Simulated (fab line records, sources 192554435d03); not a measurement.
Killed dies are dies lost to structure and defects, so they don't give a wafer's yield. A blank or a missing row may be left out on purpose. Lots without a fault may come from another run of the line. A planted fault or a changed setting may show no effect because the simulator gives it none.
A struck lot beside a sound one | flow n5_finfet | 38 steps out of a route of 1938
Sound: wafers L770.1, L770.4, L770.6. Struck: wafer L766.6. (L766.4 of the same lot was not struck and is left out.) The cause comes at the end.
At each step with rows: each side's tool, then ch and its chambers, then its first start. Under that, the readings that differ: sound wafers | struck wafers | difference of the means | sigmas: that difference in standard deviations of wafers without a fault.
alike: readings whose means differ by less than 2 such deviations, and words and numbers that are the same on both sides. not compared: withheld readings, readings that some wafer has no value for, bounds like >300 that may hide the same value, and numbers for which the record gives no deviation and whose values overlap.
The two part at a step that has a row with sigmas, a row that says differs or no value, or rows on one side only. Numbers that don't overlap but have no deviation are shown without sigmas and don't part them. A reading that every wafer of one side lacks parts them only if that side has two wafers or more.

first, 9 steps without rows for these wafers: N5_MOL_CONTACT_COAG_PRE_CLEAN_142 (time 60 s); N5_MOL_CONTACT_COAG_SPUTTER_130 (material Co, target thk 47.5 nm); N5_MOL_CONTACT_COAG_PRECLEAN_125 (cleans in DIW, time 57.5 s); N5_MOL_CONTACT_COAG_SRD_126 (dry time 32 s); N5_MOL_CONTACT_COAG_CMP_23 (polishes, stops on SiO2, t overpolish 1.5 s, target thk 0 nm); N5_MOL_CONTACT_COAG_WET_ETCH_26 (target Co, target depth 13 nm); N5_MOL_CONTACT_COAG_WET_ETCH_116 (etches the open film in SC1-inhibited, target depth 4.6 nm, rinse time 30 s); N5_MOL_CONTACT_COAG_ALD_27 (deposits SiOC, target thk 17 nm, pulse time 1.5 s, time 2720 s); N5_MOL_CONTACT_COAG_CMP_28 (polishes, stops on SiNx, t overpolish 0.85 s, target thk 14.522 nm).
N5_MOL_CONTACT_COAG_ALD_123: deposits SiNx, target thk 5 nm, pulse time 1 s, purge time 2 s.
  sound on ald_sin-04 ch 0,3, day 9 00:44; struck on ald_sin-01 ch 0, day 8 01:22
  reading                                            | sound       | struck | difference | sigmas
  ald_cycles                                         | 100 100 100 | 78     | -22        |
  model.SiNx_of_MOL_CONTACT_COAG_ALD_123.thk_nm (nm) | 5 5 5       | 4      | -1         |
  alike: heater_power_w, precursor_pulse_height_rel, susceptor_temp_C
then, 26 steps without rows for these wafers: N5_MOL_CONTACT_COAG_PECVD_31 (deposits SiO2 from TEOS/O2, target thk 46 nm, time 8.9 s); N5_MOL_CONTACT_COAG_COAT_75 (time 60 s, resist thk 60 nm); N5_MOL_CONTACT_COAG_COAT_76 (time 60 s, resist thk 10 nm); N5_MOL_CONTACT_COAG_COAT_77 (time 60 s, resist thk 10 nm); N5_MOL_CONTACT_COAG_COAT_78 (resist thk 40 nm); N5_MOL_CONTACT_COAG_EBR_80; N5_MOL_CONTACT_COAG_SOFTBAKE_79 (time 60 s); N5_MOL_CONTACT_COAG_EXPOSE_81 (exposes mask VG, defocus 0 nm); N5_MOL_CONTACT_COAG_PEB_82 (peb time 60 s); N5_MOL_CONTACT_COAG_DEVELOP_83 (develop time 30 s); N5_MOL_CONTACT_COAG_DESCUM_88 (chemistry O2, time 7 s); N5_MOL_CONTACT_COAG_ETCH_89 (etches underlayer in N2/H2, target depth 13 nm, time 10.4 s); N5_MOL_CONTACT_COAG_ETCH_90 (etches SiARC in CF4, target depth 13 nm, time 21.7 s); N5_MOL_CONTACT_COAG_ALD_131 (deposits SiO2, target thk 5 nm, pulse time 1 s, co reactant pulse time 1 s); N5_MOL_CONTACT_COAG_ETCHBACK_132 (etches SiO2 in CHF3, target depth 10 nm, time 6.7 s); N5_MOL_CONTACT_COAG_ETCH_91 (etches SOC in N2/H2, target depth 60 nm, overetch 21 nm, time 101.2 s); N5_MOL_CONTACT_COAG_STRIP_92 (strips in N2/H2); N5_MOL_CONTACT_COAG_STRIP_93 (strips in N2/H2); N5_MOL_CONTACT_COAG_ETCHBACK_135 (etches SiO2 in CHF3, target depth 25 nm, time 16.7 s); N5_MOL_CONTACT_COAG_STRIP_118 (strips in CHF3); N5_MOL_CONTACT_COAG_VIA_ETCH_46 (etches SiO2 in C4F6/O2, target depth 46 nm, overetch 9.2 nm, time 40 s); N5_MOL_CONTACT_COAG_STRIP_96 (strips in N2/H2); N5_MOL_CONTACT_COAG_ETCH_47 (etches SiNx in CH3F/O2, stops on W, target depth 27 nm); N5_MOL_CONTACT_COAG_STRIP_119 (strips in N2/H2, time 30 s); N5_MOL_CONTACT_COAG_PRECLEAN_144 (cleans in alkaline clean, time 60 s); N5_MOL_CONTACT_COAG_SRD_145 (time 30 s).
N5_MOL_CONTACT_COAG_ETCH_124: etches SiNx in CH3F/O2, stops on SiOC, target depth 6.5 nm.
  sound on rie_diel-02 ch 1,2, day 9 04:06; struck on rie_diel-05 ch 3, day 8 04:14
  reading                  | sound             | struck | difference | sigmas
  model.etch.depth_nm (nm) | 5.049 5.047 5.039 | 3.91   | -1.13      |
  alike: chamber_pressure_mTorr, drypump_motor_current_A, oes_ar_750_au, oes_product_au, rf_vpp_V, showerhead_plenum_p_Torr, throttle_valve_pct
  not compared: rf_hours_counter_h
N5_PASSIVATION_PROBE_49:
  the record has rows for the sound wafers here (prober-01, day 16 13:25) and none for the struck ones

WHERE THEY PART
Only at N5_PASSIVATION_PROBE_49, within this record.

WHY: what the simulator had put in
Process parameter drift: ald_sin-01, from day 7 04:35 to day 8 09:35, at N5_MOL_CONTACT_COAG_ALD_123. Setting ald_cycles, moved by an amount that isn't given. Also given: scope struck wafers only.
